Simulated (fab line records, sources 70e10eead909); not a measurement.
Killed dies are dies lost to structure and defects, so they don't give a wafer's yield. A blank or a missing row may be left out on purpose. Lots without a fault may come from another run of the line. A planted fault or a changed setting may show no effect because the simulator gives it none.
Chamber matching | flow nand_harc | NHARC_A_STAIRCASE_CMP_450 on cmp-02: 4 sister chambers
The step polishes SiO2, target thk 200 nm. 4 wafers are shown with their chamber, then 8 later ones without.

WAFERS WITH THEIR CHAMBER
wafer  | chamber | motor_current_A (A)
L085.6 | 2       | 12.0
L092.1 | 1       | 13.5
L092.6 | 0       | 10.3
L094.1 | 3       | 13.9

WAFERS WITHOUT THEIR CHAMBER
wafer  | motor_current_A (A)
L094.2 | 13.9
L094.4 | 12.2
L096.2 | 14.2
L096.4 | 10.9
L096.6 | 12.9
L096.1 | 12.1
L096.3 | 13.0
L096.5 | 11.8

WHICH CHAMBER EACH WENT THROUGH
wafer  | from the rows above          | in truth
L094.2 | can't be placed: 3 or 1      | 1
L094.4 | 2                            | 2
L096.2 | can't be placed: 3 or 1      | 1
L096.4 | can't be placed: 0 or 2      | 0
L096.6 | can't be placed: 1 or 2 or 3 | 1
L096.1 | 2                            | 2
L096.3 | can't be placed: 1 or 3 or 2 | 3
L096.5 | 2                            | 2
Placed correctly: 3 of 8. Can't be placed from these rows: 5 (the true chamber is among the candidates in 5). Placed wrongly: 0.
How it was worked out, from the rows above alone: a wafer's distance from a chamber is the root of the sum, over the readings, of the square of ((its reading less the chamber's mean) divided by the reading's scatter). The wafer belongs to the nearest chamber; if the next one is less than 2 further off, it can't be placed. A chamber's mean is the mean of its shown wafers. The scatter: with one shown wafer a chamber, the root of the mean of the squares of how far each hidden wafer lies from its nearest shown one.
